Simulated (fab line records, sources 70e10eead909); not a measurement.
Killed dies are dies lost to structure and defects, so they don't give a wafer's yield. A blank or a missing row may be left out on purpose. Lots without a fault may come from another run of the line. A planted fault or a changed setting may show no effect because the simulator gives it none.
A struck lot beside a sound one | flow nand_harc | 40 steps out of a route of 1302
Sound: wafers L745.2, L745.3, L745.5. Struck: wafers L750.1, L750.3, L750.6. The cause comes at the end.
At each step with rows: each side's tool, then ch and its chambers, then its first start. Under that, the readings that differ: sound wafers | struck wafers | difference of the means | sigmas: that difference in standard deviations of wafers without a fault.
alike: readings whose means differ by less than 2 such deviations, and words and numbers that are the same on both sides. not compared: withheld readings, readings that some wafer has no value for, bounds like >300 that may hide the same value, and numbers for which the record gives no deviation and whose values overlap.
The two part at a step that has a row with sigmas, a row that says differs or no value, or rows on one side only. Numbers that don't overlap but have no deviation are shown without sigmas and don't part them. A reading that every wafer of one side lacks parts them only if that side has two wafers or more.

first, 3 steps without rows for these wafers: NHARC_A_STAIRCASE_HARDBAKE_218 (time 140 s); NHARC_A_STAIRCASE_DESCUM_219 (chemistry O2, time 3 s); NHARC_A_STAIRCASE_TRIM_220 (chemistry O2, time 211.2 s).
NHARC_A_STAIRCASE_ETCH_221: etches the open film in C4F8/O2, target depth 100 nm, time 40.5 s.
  sound on rie_diel-04 ch 0,3; struck on rie_diel-04 ch 0,3
  alike: chamber_pressure_mTorr, oes_product_au, rf_vpp_V
  not compared: rf_hours_counter_h
then, 6 steps without rows for these wafers: NHARC_A_STAIRCASE_TRIM_222 (chemistry O2, time 211.2 s); NHARC_A_STAIRCASE_ETCH_223 (etches the open film in C4F8/O2, target depth 100 nm, time 40.5 s); NHARC_A_STAIRCASE_TRIM_224 (chemistry O2, time 211.2 s); NHARC_A_STAIRCASE_ETCH_225 (etches the open film in C4F8/O2, target depth 100 nm, time 40.5 s); NHARC_A_STAIRCASE_TRIM_226 (chemistry O2, time 211.2 s); NHARC_A_STAIRCASE_ETCH_227 (etches the open film in C4F8/O2, target depth 100 nm, time 40.5 s).
NHARC_A_STAIRCASE_TRIM_229: chemistry O2, time 211.2 s.
  sound on rie_diel-04 ch 1,2,3, day 17 20:28; struck on rie_diel-04 ch 1,3, day 19 12:26
  alike: chamber_pressure_mTorr, drypump_motor_current_A, mfc_ar_sccm, oes_product_au, rf_vpp_V, showerhead_plenum_p_Torr, throttle_valve_pct
  not compared: rf_hours_counter_h
NHARC_A_STAIRCASE_ETCH_230: etches the open film in C4F8/O2, target depth 100 nm, time 40.5 s.
  sound on rie_diel-04 ch 0,1,3; struck on rie_diel-04 ch 0,1,3
  alike: chamber_pressure_mTorr, oes_product_au, rf_vpp_V
  not compared: rf_hours_counter_h
then, 1 step without rows for these wafers: NHARC_A_STAIRCASE_TRIM_231 (chemistry O2, time 211.2 s).
NHARC_A_STAIRCASE_ETCH_232: etches the open film in C4F8/O2, target depth 100 nm, time 40.5 s.
  sound on rie_diel-04 ch 1,2,3; struck on rie_diel-04 ch 2,3
  alike: chamber_pressure_mTorr, oes_product_au, rf_vpp_V
  not compared: rf_hours_counter_h
then, 1 step without rows for these wafers: NHARC_A_STAIRCASE_TRIM_233 (chemistry O2, time 211.2 s).
NHARC_A_STAIRCASE_ETCH_234: etches the open film in C4F8/O2, target depth 100 nm, time 40.5 s.
  sound on rie_diel-04 ch 0,1,3; struck on rie_diel-04 ch 0,1,3
  alike: chamber_pressure_mTorr, oes_product_au, rf_vpp_V
  not compared: rf_hours_counter_h
NHARC_A_STAIRCASE_TRIM_235: chemistry O2, time 211.2 s.
  sound on rie_diel-04 ch 0,1,2; struck on rie_diel-04 ch 1,2,3
  alike: chamber_pressure_mTorr, drypump_motor_current_A, mfc_ar_sccm, oes_product_au, rf_vpp_V, showerhead_plenum_p_Torr, throttle_valve_pct
  not compared: rf_hours_counter_h
then, 21 steps without rows for these wafers: NHARC_A_STAIRCASE_ETCH_236 (etches the open film in C4F8/O2, target depth 100 nm, time 40.5 s); NHARC_A_STAIRCASE_STRIP_238 (strips in O2); NHARC_A_STAIRCASE_STRIP_239 (strips in SPM, time 900 s); NHARC_A_STAIRCASE_PRECLEAN_240 (cleans in SC1); NHARC_A_STAIRCASE_SRD_241; NHARC_A_STAIRCASE_DEHYDRATE_242 (time 120 s); NHARC_A_STAIRCASE_HMDS_243 (time 30 s); NHARC_A_STAIRCASE_COAT_244; NHARC_A_STAIRCASE_SOFTBAKE_245 (time 170 s); NHARC_A_STAIRCASE_EBR_246; NHARC_A_STAIRCASE_EXPOSE_247 (exposes mask SDS 1); NHARC_A_STAIRCASE_PEB_248 (peb time 130 s); NHARC_A_STAIRCASE_DEVELOP_249 (time 140 s); NHARC_A_STAIRCASE_HARDBAKE_251 (time 140 s); NHARC_A_STAIRCASE_DESCUM_252 (chemistry O2, time 3 s); NHARC_A_STAIRCASE_ETCH_253 (etches the open film in C4F8/O2, target depth 50 nm, time 20.2 s); NHARC_A_STAIRCASE_STRIP_254 (strips in O2); NHARC_A_STAIRCASE_STRIP_255 (strips in SPM, time 900 s); NHARC_A_STAIRCASE_PRECLEAN_256 (cleans in SC1); NHARC_A_STAIRCASE_SRD_257; NHARC_A_STAIRCASE_HM_DEP_456 (deposits aC, target thk 3100 nm).
-- the record jumps here: 3 days lie between the struck wafers' starts before and after (it left off in module A_STAIRCASE and takes up again in module A_SGD_CUT, whose first step shown is number 904 of the route) --
NHARC_A_SGD_CUT_DESCUM_14: chemistry O2, time 3 s.
  sound on rie_diel-02 ch 0,1,2, day 20 18:52; struck on rie_diel-02 ch 0,2, day 22 17:02
  reading               | sound             | struck                                                                     | difference                   | sigmas
  hold                  | - - -             | await_dispo/3.4h/release await_dispo/3.4h/release await_dispo/3.4h/release | no value on the sound wafers |
  oes_product_au (a.u.) | 1.016 1.010 1.004 | 0.999 0.992 0.992                                                          | -0.016                       | -2
  alike: chamber_pressure_mTorr, drypump_motor_current_A, mfc_ar_sccm, rf_vpp_V, showerhead_plenum_p_Torr, throttle_valve_pct
  not compared: rf_hours_counter_h
-- the record jumps here: 6 days lie between the struck wafers' starts before and after (it left off in module A_SGD_CUT and takes up again in module END, whose first step shown is number 1302 of the route) --
NHARC_END_SORT_01:
  sound on prober-02 ch 0, day 25 19:57; struck on prober-01 ch 0, day 28 17:55
  reading         | sound    | struck      | difference | sigmas
  killed_at_array | 74 88 76 | 95 117 129  | +34        | +2
  killed_dies     | 77 97 83 | 103 127 136 | +36        | +2
  alike: killed_at_other, killed_at_periphery, killed_open, killed_short

WHERE THEY PART
First at NHARC_A_SGD_CUT_DESCUM_14; last, within this record, at NHARC_END_SORT_01.

WHY: what the simulator had put in
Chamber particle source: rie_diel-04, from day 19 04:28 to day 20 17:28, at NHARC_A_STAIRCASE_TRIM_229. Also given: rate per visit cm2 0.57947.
